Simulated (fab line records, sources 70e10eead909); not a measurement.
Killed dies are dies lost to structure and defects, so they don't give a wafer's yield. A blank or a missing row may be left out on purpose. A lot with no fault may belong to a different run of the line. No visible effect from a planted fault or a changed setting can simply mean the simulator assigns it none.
fab line records | flow nand-harc | part 1 of 2: steps 1 to 31 of 42
record: lots: 5 wafers: 15 last-day: 24
route steps=1159 shown P_BONDPAD@386 A_START@389 A_ZERO_WELL@390 A_SOURCE_PLATE@413 A_ONON_D1@424
lots with no fault: from the same line, run without faults
start-h: hours from the record's first day to the start of the lot's first wafer shown | wait-h: time in hours since the lot's previous step | " identical to the entry in the row above | L1.1+2: a single row standing in for several wafers | - no value, or no start given | * or withheld: withheld | < > ~ a bound
route shown NAME@n: names a module that has steps shown in the file, with the first one's number in the route | usual: mean and standard deviation over wafers with no fault | same: alike in all rows | chamber/n: place in a boat | sites: each site's reading | _std_site: standard deviation across them | _edge_site: mean of outer sites minus mean of inner sites | radius-mm: how far each site lies from the wafer's centre | mask NAME#n: copy n | behind: tool/chamber where the wafer was last shaped | hold: cause of the lot's hold/its duration in hours/its outcome | device: whichever transistor did not switch (one of n, p or np) | end of line: the tests these same wafers got at the end of their route | a step with no rows: only its recipe | killed: at the first sort, the dies lost to defects and structure; wafer yield is something else | map: the dies of a wafer, with x for killed, . for not killed, _ for no die there
set.NAME: the setting that was run; set.NAME@STEP: the one run at that earlier step | model.NAME: the simulator's own value behind a step, which no gauge read
certain route steps with their lots: each step a table, each wafer a row
services: the hour from which a tool's chamber was out of use, counted from the record's first day as start-h (under 0 if before that day), plus the number of hours and why
== steps ==
step: NHARC_P_BONDPAD_ACTIVATE_29
recipe: time-s: 60 n2-flow-sccm: 200 ar-flow-sccm: 0 bias-power-w: 0 chemistry: N2
usual: drypump-motor-current-A: 5.8/0.48 oes-product-au: 0.997/0.01 rf-vpp-V: 64.4/0.86 showerhead-plenum-p-Torr: 1.82/0.056
columns lot.wafer tool chamber start-h wait-h drypump-motor-current-A oes-product-au rf-hours-counter-h rf-vpp-V showerhead-plenum-p-Torr
L079.3 rie-diel-08 3 164.76 0.1 5.8 0.995 2 65.3 1.87
L079.5 " 0 " " 6.1 0.975 - 64.2 1.77
L079.4 " 1 " " 6.2 0.992 - 62.9 1.78
L084.3 rie-diel-10 3 189.87 0.1 5.9 1.005 2 64.0 1.64
L084.6 " 1 " " 5.7 0.996 - 65.9 1.92
L084.5 " 0 " " 6.2 1.002 - 64.6 1.87
L088.2 rie-diel-08 1 209.82 0.1 6.2 0.997 6 63.6 1.78
L088.4 " 3 " " 5.8 0.998 7 65.6 1.87
L088.5 " 2 " " 5.0 1.023 - 64.5 1.85
L086.4 rie-diel-08 3 213.23 0.1 5.8 1.001 7 63.7 1.87
L086.2 " 1 " " 6.3 1.003 6 63.9 1.78
L086.5 " 0 " " 6.1 0.989 - 63.5 1.77
L093.2 rie-diel-08 2 243.86 0.1 5.0 1.008 10 63.5 1.85
L093.6 " 1 " " 6.3 0.997 - 65.0 1.77
L093.5 " 2 " " 5.0 1.013 - 64.4 1.85
step: NHARC_P_BONDPAD_PRECLEAN_30
recipe: time-s: 300 temp-c: 23 chemistry: DIW
columns lot.wafer tool chamber start-h wait-h
L079.3+5+4 wet-bench-10 6,0,3 164.91 0.1
L084.5+3+6 wet-bench-08 2,3,5 190.06 0.1
L088.4+2+5 wet-bench-10 1,3,5 209.99 0.1
L086.5+4+2 wet-bench-10 2,3,4 213.40 0.1
L093.5+6+2 wet-bench-08 7,1,2 244.03 0.1
step: NHARC_P_BONDPAD_SRD_31
recipe: time-s: 30 temp-c: 23 dry-time-s: 20 spin-rpm: 1500
columns lot.wafer tool chamber start-h wait-h
L079.3+5+4 wet-bench-10 6,0,3 - -
L084.5+3+6 wet-bench-08 2,3,5 - -
L088.4+2+5 wet-bench-10 1,3,5 - -
L086.5+4+2 wet-bench-10 2,3,4 - -
L093.5+6+2 wet-bench-08 7,1,2 - -
step: NHARC_A_START_INSPECT_01
usual: raw-defect-count: 4.0/2.1
columns lot.wafer tool chamber start-h wait-h raw-defect-count
L079.3 defect-inspect-02 - 165.17 - 2
L079.4 " - " " 5
L079.5 " - " " 2
L084.3 defect-inspect-02 - 190.29 - 3
L084.5 " - " " 1
L084.6 " - " " 4
L088.2 defect-inspect-01 - 210.23 - 6
L088.4 " - " " 6
L088.5 " - " " 5
L086.2 defect-inspect-01 - 213.63 - 5
L086.4 " - " " 4
L086.5 " - " " 2
L093.2 defect-inspect-02 - 244.25 - 2
L093.5 " - " " 2
L093.6 " - " " 6
step: NHARC_A_ZERO_WELL_PRECLEAN_00
recipe: time-s: 600 temp-c: 120 chemistry: SPM
columns lot.wafer tool chamber start-h wait-h
L079.3+5+4 wet-bench-06 3,6,0 165.25 0.1
L084.5+3+6 wet-bench-06 1,3,4 190.37 0.1
L088.2+5+4 wet-bench-01 6,7,3 210.31 0.1
L086.4+5+2 wet-bench-06 7,0,4 213.72 0.1
L093.2+6+5 wet-bench-09 1,2,4 244.35 0.1
step: NHARC_A_ZERO_WELL_SRD_01
columns lot.wafer tool chamber start-h wait-h
L079.3+5+4 wet-bench-06 3,6,0 - -
L084.5+3+6 wet-bench-06 1,3,4 - -
L088.2+5+4 wet-bench-01 6,7,3 - -
L086.4+5+2 wet-bench-06 7,0,4 - -
L093.2+6+5 wet-bench-09 1,2,4 - -
step: NHARC_A_ZERO_WELL_DEHYDRATE_02
recipe: temp-c: 150 time-s: 120
columns lot.wafer tool chamber start-h wait-h
L079.3+4+5 litho-track-07 0 165.56 -
L084.3+5+6 litho-track-05 0 190.68 -
L088.2+4+5 litho-track-05 0 210.62 -
L086.2+4+5 litho-track-07 0 214.03 -
L093.2+5+6 litho-track-05 0 244.65 -
step: NHARC_A_ZERO_WELL_HMDS_03
recipe: time-s: 30
columns lot.wafer tool chamber start-h wait-h
L079.3+4+5 litho-track-07 0 - -
L084.3+5+6 litho-track-05 0 - -
L088.2+4+5 litho-track-05 0 - -
L086.2+4+5 litho-track-07 0 - -
L093.2+5+6 litho-track-05 0 - -
step: NHARC_A_ZERO_WELL_COAT_18
recipe: temp-c: 200 time-s: 65
columns lot.wafer tool chamber start-h wait-h
L079.3+4+5 litho-track-07 0 - -
L084.3+5+6 litho-track-05 0 - -
L088.2+4+5 litho-track-05 0 - -
L086.2+4+5 litho-track-07 0 - -
L093.2+5+6 litho-track-05 0 - -
step: NHARC_A_ZERO_WELL_COAT_04
recipe: spin-rpm: 2000 resist-thk-nm: 600
columns lot.wafer tool chamber start-h wait-h
L079.3+4+5 litho-track-07 0 - -
L084.3+5+6 litho-track-05 0 - -
L088.2+4+5 litho-track-05 0 - -
L086.2+4+5 litho-track-07 0 - -
L093.2+5+6 litho-track-05 0 - -
step: NHARC_A_ZERO_WELL_SOFTBAKE_05
recipe: temp-c: 125 time-s: 70
columns lot.wafer tool chamber start-h wait-h
L079.3+4+5 litho-track-07 0 - -
L084.3+5+6 litho-track-05 0 - -
L088.2+4+5 litho-track-05 0 - -
L086.2+4+5 litho-track-07 0 - -
L093.2+5+6 litho-track-05 0 - -
step: NHARC_A_ZERO_WELL_EBR_06
columns lot.wafer tool chamber start-h wait-h
L079.3+4+5 litho-track-07 0 - -
L084.3+5+6 litho-track-05 0 - -
L088.2+4+5 litho-track-05 0 - -
L086.2+4+5 litho-track-07 0 - -
L093.2+5+6 litho-track-05 0 - -
step: NHARC_A_ZERO_WELL_EXPOSE_07
recipe: na: 0.55 dose-mj: 33.85 mask-id: A_ZERO
usual: exposure-dose-mJ-cm2: 33.85/0.035
columns lot.wafer tool chamber start-h wait-h mask exposure-dose-mJ-cm2
L079.3 krf-scanner-01 0 165.86 - A_ZERO#0 33.84
L079.4 " 0 " " A_ZERO#0 33.82
L079.5 " 0 " " A_ZERO#0 33.85
L084.3 krf-scanner-02 0 190.98 - A_ZERO#0 33.81
L084.5 " 0 " " A_ZERO#0 33.89
L084.6 " 0 " " A_ZERO#0 33.83
L088.2 krf-scanner-01 0 210.92 - A_ZERO#0 33.83
L088.4 " 0 " " A_ZERO#0 33.82
L088.5 " 0 " " A_ZERO#0 33.85
L086.2 krf-scanner-02 0 214.32 - A_ZERO#0 33.90
L086.4 " 0 " " A_ZERO#0 33.87
L086.5 " 0 " " A_ZERO#0 33.82
L093.2 krf-scanner-03 0 244.94 - A_ZERO#0 33.82
L093.5 " 0 " " A_ZERO#0 33.86
L093.6 " 0 " " A_ZERO#0 33.85
step: NHARC_A_ZERO_WELL_PEB_08
recipe: peb-temp-c: 128 peb-time-s: 80
columns lot.wafer tool chamber start-h wait-h
L079.3+4+5 litho-track-07 0 165.92 0.1
L084.3+5+6 litho-track-05 0 191.04 0.1
L088.2+4+5 litho-track-03 0 210.98 0.1
L086.2+4+5 litho-track-05 0 214.39 0.1
L093.2+5+6 litho-track-03 0 245.00 0.1
step: NHARC_A_ZERO_WELL_DEVELOP_09
recipe: time-s: 50 dev-temp-c: 22
columns lot.wafer tool chamber start-h wait-h
L079.3+4+5 litho-track-07 0 - -
L084.3+5+6 litho-track-05 0 - -
L088.2+4+5 litho-track-03 0 - -
L086.2+4+5 litho-track-05 0 - -
L093.2+5+6 litho-track-03 0 - -
step: NHARC_A_ZERO_WELL_CD_MEAS_10
recipe: target-cd-nm: 2000 landing-energy-ev: 500
usual: cd-nm: 1999.7/1.8
columns lot.wafer tool chamber start-h wait-h cd-nm
L079.3 cd-sem-03 0 166.01 - 2000.5
L079.4 " 0 " " 1998.1
L079.5 " 0 " " 2001.7
L084.3 cd-sem-03 0 191.13 - 1996.8
L084.5 " 0 " " 1998.8
L084.6 " 0 " " 1997.1
L088.2 cd-sem-03 0 211.06 - 2001.1
L088.4 " 0 " " 2004.4
L088.5 " 0 " " 2001.8
L086.2 cd-sem-01 0 214.48 - 2000.0
L086.4 " 0 " " 2000.6
L086.5 " 0 " " 1997.1
L093.2 cd-sem-03 0 245.09 - 1999.8
L093.5 " 0 " " 1998.0
L093.6 " 0 " " 2001.8
step: NHARC_A_ZERO_WELL_HARDBAKE_11
recipe: temp-c: 118 time-s: 65
columns lot.wafer tool chamber start-h wait-h
L079.3+4+5 litho-track-03 0 166.09 -
L084.3+5+6 litho-track-05 0 191.21 -
L088.2+4+5 litho-track-07 0 211.14 -
L086.2+4+5 litho-track-05 0 214.56 -
L093.2+5+6 litho-track-05 0 245.17 -
step: NHARC_A_ZERO_WELL_DESCUM_12
recipe: time-s: 3 o2-flow-sccm: 200 ar-flow-sccm: 0 bias-power-w: 0 chemistry: O2
usual: drypump-motor-current-A: 5.6/0.56 o2-flow-sccm: 200.0/0.6 oes-product-au: 0.999/0.012 rf-vpp-V: 57.6/0.85 showerhead-plenum-p-Torr: 1.90/0.094 throttle-valve-pct: 11.311/0.0093
columns lot.wafer tool chamber start-h wait-h drypump-motor-current-A o2-flow-sccm oes-product-au rf-hours-counter-h rf-vpp-V showerhead-plenum-p-Torr throttle-valve-pct
L079.3 rie-diel-12 2 166.16 - 5.9 201.1 0.995 10 56.9 1.82 11.327
L079.4 " 3 " " 6.1 200.8 0.982 - 58.3 1.99 11.314
L079.5 " 0 " " 5.9 201.2 1.008 - 57.8 1.97 11.318
L084.3 rie-diel-05 3 191.30 - 5.2 200.2 0.997 1 57.6 1.99 11.321
L084.5 " 0 " " 5.0 200.4 1.010 - 57.8 1.80 11.314
L084.6 " 1 " " 4.7 201.0 0.987 - 57.2 1.79 11.298
L088.2 rie-diel-05 0 211.24 - 4.9 200.1 1.000 3 56.5 1.80 11.314
L088.4 " 1 " " 4.7 199.5 1.002 - 56.6 1.79 11.306
L088.5 " 3 " " 5.3 200.1 1.010 - 57.1 1.99 11.306
L086.4 rie-diel-12 0 214.63 - 5.9 200.2 1.011 0 58.4 1.97 11.313
L086.2 " 1 " " 6.5 199.8 0.998 0 57.6 1.91 11.321
L086.5 " 0 " " 5.9 200.5 1.022 - 57.6 1.97 11.321
L093.2 rie-diel-05 1 245.27 - 4.7 199.3 1.007 6 58.0 1.79 11.319
L093.6 " 2 " " 5.2 199.3 1.009 - 58.3 2.06 11.316
L093.5 " 3 " " 5.2 199.8 0.997 - 57.5 1.99 11.325
step: NHARC_A_ZERO_WELL_ETCH_19
recipe: target-depth-a: 800 overetch-a: 240 time-s: 87.88 ion-energy-ev: 200 n2-flow-sccm: 150 h2-flow-sccm: 150 ar-flow-sccm: 0 rf-w: 400 bias-w: 150 chemistry: N2/H2
usual: drypump-motor-current-A: 5.6/0.58 oes-product-au: 1.001/0.012 rf-vpp-V: 430/3 showerhead-plenum-p-Torr: 2.02/0.1 throttle-valve-pct: 14.172/0.0093
columns lot.wafer tool chamber start-h wait-h drypump-motor-current-A oes-product-au rf-hours-counter-h rf-vpp-V showerhead-plenum-p-Torr throttle-valve-pct
L079.3 rie-diel-12 2 166.27 0.1 5.8 0.995 10 427 1.94 14.161
L079.5 " 0 " " 5.9 1.011 - 433 2.10 14.167
L079.4 " 3 " " 6.1 0.983 - 433 2.12 14.187
L084.3 rie-diel-05 1 191.38 0.1 4.7 1.006 2 427 1.91 14.182
L084.5 " 3 " " 5.2 1.021 - 431 2.12 14.172
L084.6 " 0 " " 4.9 1.021 - 426 1.91 14.161
L088.2 rie-diel-05 3 211.34 0.1 5.2 1.001 3 432 2.12 14.179
L088.5 " 0 " " 4.9 1.000 - 427 1.91 14.180
L088.4 " 1 " " 4.7 0.992 - 427 1.91 14.181
L086.2 rie-diel-12 2 214.73 0.1 5.9 0.997 0 429 1.93 14.177
L086.4 " 3 " " 6.1 0.965 0 433 2.12 14.181
L086.5 " 2 " " 5.8 1.002 - 427 1.93 14.160
L093.2 rie-diel-05 2 245.34 0.1 5.2 1.011 5 435 2.20 14.186
L093.5 " 1 " " 4.7 0.994 - 426 1.91 14.175
L093.6 " 2 " " 5.2 1.010 - 436 2.20 14.164
step: NHARC_A_ZERO_WELL_ETCH_13
recipe: target-depth-a: 1200 time-s: 40.1 hbr-flow-sccm: 150 cl2-flow-sccm: 50 rf-w: 400 icp-w: 400 bias-w: 100 chemistry: HBr/Cl2
usual: drypump-motor-current-A: 5.8/0.46 oes-product-au: 1.004/0.01 throttle-valve-pct: 26.406/0.0085
columns lot.wafer tool chamber start-h wait-h drypump-motor-current-A oes-product-au rf-hours-counter-h throttle-valve-pct
L079.4 rie-si-01 2 166.40 - 5.5 1.012 0.2 26.396
L079.3 " 1 " " 5.5 0.986 0.2 26.382
L079.5 " 3 " " 6.5 1.000 - 26.399
L084.3 rie-si-01 0 191.50 - 5.1 1.014 0.4 26.407
L084.5 " 3 " " 6.5 0.998 - 26.399
L084.6 " 0 " " 5.1 1.012 - 26.411
L088.4 rie-si-04 3 211.47 - 6.4 1.023 0.8 26.407
L088.2 " 1 " " 5.7 1.009 0.7 26.404
L088.5 " 3 " " 6.4 1.016 - 26.400
L086.4 rie-si-05 3 214.85 - 5.7 1.004 1.1 26.394
L086.2 " 0 " " 5.9 0.999 1.1 26.409
L086.5 " 2 " " 5.6 1.007 - 26.412
L093.2 rie-si-04 0 245.45 - 6.3 1.009 0.9 26.406
L093.5 " 0 " " 6.3 0.999 - 26.402
L093.6 " 1 " " 5.7 1.013 - 26.410
step: NHARC_A_ZERO_WELL_STRIP_14
recipe: time-s: 900 temp-c: 130 chemistry: SPM
columns lot.wafer tool chamber start-h wait-h
L079.5+4+3 wet-bench-01 7,2,3 166.56 -
L084.6+5+3 wet-bench-01 6,7,3 191.64 -
L088.5+2+4 wet-bench-06 3,4,5 211.61 -
L086.4+5+2 wet-bench-06 5,6,2 215.00 -
L093.5+2+6 wet-bench-06 0,3,5 245.60 -
step: NHARC_A_ZERO_WELL_IMPLANT_15
recipe: energy-kev: 150 dose-cm2: 1e+13 tilt-deg: 7
usual: end-station-pressure-torr: 5.13e-06/2.9e-07
columns lot.wafer tool chamber start-h wait-h end-station-pressure-torr
L079.3 implanter-01 0 167.02 0.1 4.79e-06
L079.4 " 0 " " 4.91e-06
L079.5 " 0 " " 5.01e-06
L084.3 implanter-01 0 192.12 0.1 4.92e-06
L084.5 " 0 " " 4.96e-06
L084.6 " 0 " " 5.3e-06
L088.2 implanter-02 0 212.04 0.1 4.88e-06
L088.4 " 0 " " 4.71e-06
L088.5 " 0 " " 5.26e-06
L086.2 implanter-02 0 215.43 0.1 4.3e-06
L086.4 " 0 " " 5.41e-06
L086.5 " 0 " " 4.94e-06
L093.2 implanter-01 0 246.03 0.1 4.75e-06
L093.5 " 0 " " 5.17e-06
L093.6 " 0 " " 4.84e-06
step: NHARC_A_ZERO_WELL_PRECLEAN_22
recipe: time-s: 60 temp-c: 50 bath-age-min: 0 chemistry: SC1
columns lot.wafer tool chamber start-h wait-h
L079.5+4+3 wet-bench-09 0,2,3 167.18 0.1
L084.6+5+3 wet-bench-06 5,6,0 192.28 0.0
L088.2+4+5 wet-bench-06 0,1,2 212.24 0.2
L086.4+2+5 wet-bench-09 5,0,2 215.62 0.1
L093.5+2+6 wet-bench-09 5,6,2 246.22 0.1
step: NHARC_A_ZERO_WELL_SRD_23
columns lot.wafer tool chamber start-h wait-h
L079.5+4+3 wet-bench-09 0,2,3 - -
L084.6+5+3 wet-bench-06 5,6,0 - -
L088.2+4+5 wet-bench-06 0,1,2 - -
L086.4+2+5 wet-bench-09 5,0,2 - -
L093.5+2+6 wet-bench-09 5,6,2 - -
step: NHARC_A_ZERO_WELL_RTA_16
recipe: temp-c: 1000 time-s: 10
usual: lamp-power-pct: 32/3.5 lamp_zone_2_pct: 32/3.5 wafer_temp_C_max: 1005.3/2.6
columns lot.wafer tool chamber start-h wait-h lamp-power-pct lamp_zone_2_pct wafer_temp_C_max
L079.3 rtp-anneal-01 0 167.36 - 28 28 1003.9
L079.4 " 0 " " 28 28 1003.4
L079.5 " 0 " " 28 28 1003.2
L084.3 rtp-anneal-02 0 192.46 - 35 35 1006.1
L084.5 " 0 " " 35 35 1007.8
L084.6 " 0 " " 35 35 1005.9
L088.2 rtp-anneal-01 0 212.39 - 28 28 1003.7
L088.4 " 0 " " 28 28 1002.2
L088.5 " 0 " " 28 28 1003.0
L086.2 rtp-anneal-02 0 215.80 - 35 35 1009.5
L086.4 " 0 " " 35 35 1008.9
L086.5 " 0 " " 35 35 1006.4
L093.2 rtp-anneal-01 0 246.38 - 28 28 1003.7
L093.5 " 0 " " 28 28 1002.8
L093.6 " 0 " " 28 28 1003.1
step: NHARC_A_ZERO_WELL_INSPECT_17
usual: raw-defect-count: 11/5.9
columns lot.wafer tool chamber start-h wait-h raw-defect-count
L079.3 defect-inspect-02 - 167.51 0.1 8
L079.4 " - " " 10
L079.5 " - " " 21
L084.3 defect-inspect-01 - 192.63 0.1 10
L084.5 " - " " 8
L084.6 " - " " 4
L088.2 defect-inspect-02 - 212.56 0.1 8
L088.4 " - " " 13
L088.5 " - " " 13
L086.2 defect-inspect-02 - 215.97 0.1 10
L086.4 " - " " 20
L086.5 " - " " 12
L093.2 defect-inspect-02 - 246.55 0.1 6
L093.5 " - " " 4
L093.6 " - " " 8
step: NHARC_A_SOURCE_PLATE_PRECLEAN_00
recipe: time-s: 60 chemistry: HF-LAST
columns lot.wafer tool chamber start-h wait-h
L079.4+5+3 wet-bench-07 4,5,7 167.56 0.0
L084.5+3+6 wet-bench-03 3,5,6 192.67 0.0
L088.2+5+4 wet-bench-03 1,3,4 212.62 0.1
L086.5+2+4 wet-bench-03 6,0,1 216.04 0.1
L093.6+5+2 wet-bench-03 0,1,4 246.60 0.0
step: NHARC_A_SOURCE_PLATE_SRD_01
columns lot.wafer tool chamber start-h wait-h
L079.4+5+3 wet-bench-07 4,5,7 - -
L084.5+3+6 wet-bench-03 3,5,6 - -
L088.2+5+4 wet-bench-03 1,3,4 - -
L086.5+2+4 wet-bench-03 6,0,1 - -
L093.6+5+2 wet-bench-03 0,1,4 - -
step: NHARC_A_SOURCE_PLATE_OXIDE_02
recipe: target-thk-a: 100 temp-c: 900 ox-time-s: 1362 material: SiO2
usual: zone-power-lower-pct: 17.9/1.4
columns lot.wafer tool chamber start-h wait-h zone-power-lower-pct
L079.3 furnace-06 0 174.29 - 19.2
L079.4 " 0 " " 19.1
L079.5 " 0 " " 19.5
L084.3 furnace-06 0 194.71 - 19.6
L084.5 " 0 " " 19.4
L084.6 " 0 " " 19.3
L088.2 furnace-05 0 215.62 - 16.6
L088.4 " 0 " " 16.2
L088.5 " 0 " " 16.3
L086.2 furnace-01 0 220.73 - 16.8
L086.4 " 0 " " 16.7
L086.5 " 0 " " 16.4
L093.2 furnace-06 0 249.91 - 19.2
L093.5 " 0 " " 19.3
L093.6 " 0 " " 19.3
step: NHARC_A_SOURCE_PLATE_THK_MEAS_09
recipe: thk-meas-gauge: ellipsometry
usual: thk-nm: 9.8/1
columns lot.wafer tool chamber start-h wait-h thk-nm
L079.3 film-metro-02 - 178.32 0.4 10.4
L079.4 " - " " 9.1
L079.5 " - " " 9.2
L084.3 film-metro-02 - 198.76 0.4 11.3
L084.5 " - " " 10.2
L084.6 " - " " 8.9
L088.2 film-metro-02 - 219.72 0.4 9.8
L088.4 " - " " 8.7
L088.5 " - " " 11.1
L086.2 film-metro-02 - 224.82 0.4 8.1
L086.4 " - " " 9.5
L086.5 " - " " 10.3
L093.2 film-metro-02 - 253.99 0.4 9.8
L093.5 " - " " 8.8
L093.6 " - " " 9.6
step: NHARC_A_SOURCE_PLATE_PVD_04
recipe: target-thk-a: 500 material: WSi2
columns lot.wafer tool chamber start-h wait-h
L079.3+4+5 pvd-sputter-02 - 178.47 0.2
L084.3+5+6 pvd-sputter-02 - 198.87 0.1
L088.4+2+5 pvd-sputter-03 - 219.83 0.1
L086.4+2+5 pvd-sputter-03 - 224.90 0.1
L093.2+6+5 pvd-sputter-02 - 254.08 0.1
